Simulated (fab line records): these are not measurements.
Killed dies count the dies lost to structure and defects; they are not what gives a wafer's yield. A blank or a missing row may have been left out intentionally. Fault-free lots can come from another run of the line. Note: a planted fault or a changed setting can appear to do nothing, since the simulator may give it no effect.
Split-lot trial + flow n5-finfet + 39 wafers read from 7 lots, route of 1938 steps

== THE SPLIT ==
At N5_FIN_SAQP_MANDREL_ETCH_22 (etches a-Si in HBr/Cl2, stops on SiNx, target depth 60 nm, bt time 10 s, time 30 s), the setting target-depth-a was moved away from the recipe's 600 angstrom on 12 of the 39 wafers read, by -9.2% to +9.7%. For the rest of the wafers, this setting stayed at what the recipe calls for.

Reading taken at the split's own step.

== THE READING ==
SOC_of_FIN_SAQP_COAT_49.thk-nm (the simulator's own value, which no gauge read), in nm, at N5_FIN_SAQP_MANDREL_ETCH_22 (etches a-Si in HBr/Cl2, stops on SiNx, target depth 60 nm, bt time 10 s, time 30 s). The file gives no usual value for it. Across the 27 wafers here that went through the recipe, the average is 76.47 nm and the standard deviation 0.44 nm.

| wafer  | tool, chamber at the split | target-depth-a as run, angstrom | against the recipe | SOC_of_FIN_SAQP_COAT_49.thk-nm, nm | against lot-mates on the recipe |
|--------|----------------------------|---------------------------------|--------------------|------------------------------------|---------------------------------|
| L074.1 | rie-si-03, 3               | 551.7                           | -8.0%              | 78.12                              | +2.15                           |
| L074.2 | rie-si-03, 0               | 551.7                           | -8.0%              | 78.73                              | +2.76                           |
| L074.3 | rie-si-03, 2               | 551.7                           | -8.0%              | 77.48                              | +1.51                           |
| L074.4 | rie-si-03, 1               | 600                             | recipe             | 76.17                              | -                               |
| L074.5 | rie-si-03, 0               | 600                             | recipe             | 75.92                              | -                               |
| L074.6 | rie-si-03, 1               | 600                             | recipe             | 75.83                              | -                               |
| L075.1 | rie-si-03, 1               | 600                             | recipe             | 75.78                              | -                               |
| L075.2 | rie-si-03, 2               | 566.2                           | -5.6%              | 76.77                              | +0.84                           |
| L075.3 | rie-si-03, 3               | 600                             | recipe             | 76.62                              | -                               |
| L075.4 | rie-si-03, 0               | 566.2                           | -5.6%              | 77.38                              | +1.45                           |
| L075.5 | rie-si-03, 2               | 600                             | recipe             | 75.4                               | -                               |
| L075.6 | rie-si-03, 3               | 566.2                           | -5.6%              | 77.8                               | +1.87                           |
| L083.1 | rie-si-01, 0               | 600                             | recipe             | 76.61                              | -                               |
| L083.2 | rie-si-01, 2               | 600                             | recipe             | 76.7                               | -                               |
| L083.3 | rie-si-01, 1               | 544.6                           | -9.2%              | 79.01                              | +2.36                           |
| L083.4 | rie-si-01, 3               | 544.6                           | -9.2%              | 78.69                              | +2.04                           |
| L083.5 | rie-si-01, 3               | 544.6                           | -9.2%              | 78.58                              | +1.93                           |
| L083.6 | rie-si-01, 2               | 600                             | recipe             | 76.65                              | -                               |
| L084.1 | rie-si-04, 1               | 600                             | recipe             | 76.25                              | -                               |
| L084.2 | rie-si-04, 2               | 600                             | recipe             | 76.57                              | -                               |
| L084.3 | rie-si-04, 0               | 600                             | recipe             | 76.92                              | -                               |
| L084.4 | rie-si-04, 3               | 600                             | recipe             | 77.39                              | -                               |
| L084.5 | rie-si-04, 3               | 600                             | recipe             | 77.13                              | -                               |
| L084.6 | rie-si-04, 0               | 600                             | recipe             | 77.02                              | -                               |
| L087.1 | rie-si-01, 0               | 658                             | +9.7%              | 74.15                              | -2.43                           |
| L087.2 | rie-si-01, 2               | 600                             | recipe             | 76.37                              | -                               |
| L087.3 | rie-si-01, 1               | 600                             | recipe             | 76.74                              | -                               |
| L087.4 | rie-si-01, 3               | 600                             | recipe             | 76.62                              | -                               |
| L087.5 | rie-si-01, 0               | 658                             | +9.7%              | 74.3                               | -2.28                           |
| L087.6 | rie-si-01, 1               | 658                             | +9.7%              | 74.51                              | -2.07                           |
| L089.1 | rie-si-03, 3               | 600                             | recipe             | 76.84                              | -                               |
| L089.2 | rie-si-03, 2               | 600                             | recipe             | 75.77                              | -                               |
| L089.3 | rie-si-03, 1               | 600                             | recipe             | 76.34                              | -                               |
| L089.4 | rie-si-03, 0,3,0           | 600                             | recipe             | 76.51                              | -                               |
| L089.5 | rie-si-03, 0,3,0           | 600                             | recipe             | 76.51                              | -                               |
| L089.6 | rie-si-03, 0,3,0           | 600                             | recipe             | 76.51                              | -                               |
| L093.1 | rie-si-01, 3               | 600                             | recipe             | 76.54                              | -                               |
| L093.4 | rie-si-01, 0               | 600                             | recipe             | 76.39                              | -                               |
| L093.5 | rie-si-01, 2               | 600                             | recipe             | 76.46                              | -                               |
If several chambers appear in one row, that row covers several wafers at once and the file leaves open which wafer was in which chamber.

FIT RESULTS
A straight line over all 39 wafers: SOC_of_FIN_SAQP_COAT_49.thk-nm changes by -0.219 nm for each +1% of target-depth-a; r = -0.91; the points scatter about the line by 0.45 nm.
The same after taking each lot's own level away (the mean of its wafers on the recipe; 39 wafers): -0.24 nm for each +1%; r = -0.96; scatter 0.33 nm.
The reading moves by 2.3 nm for the largest change in target-depth-a, on that fit.
The span of the lots' own levels, 75.933 to 76.880 nm, comes to 2.2 times the standard deviation stated above.
Hence the lot-to-lot level has little effect on the slope; both slopes agree.
Check: for one of the wafers moved furthest among these (+9.7%), held out of the fit, the line's prediction against its lot-mates is -2.28 nm. It came out at -2.43 nm against them.

== THESE WAFERS: OTHER SPLITS ==
Other splits were also applied to these wafers ahead of the reading. Each is held against what the fit with the lots' levels taken away leaves over:
| other split on the same wafers | wafers away from the commonest value | r with SOC_of_FIN_SAQP_COAT_49.thk-nm (lot level and that fit taken away) |
|--------------------------------|--------------------------------------|---------------------------------------------------------------------------|
| N5_FIN_SAQP_ETCH_52 source-w   | 15                                   | +0.25                                                                     |

== THE FILE'S OWN FIT ==
SOC_of_FIN_SAQP_COAT_49.thk-nm changes by -0.241 nm for each +1% of target-depth-a, r = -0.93.
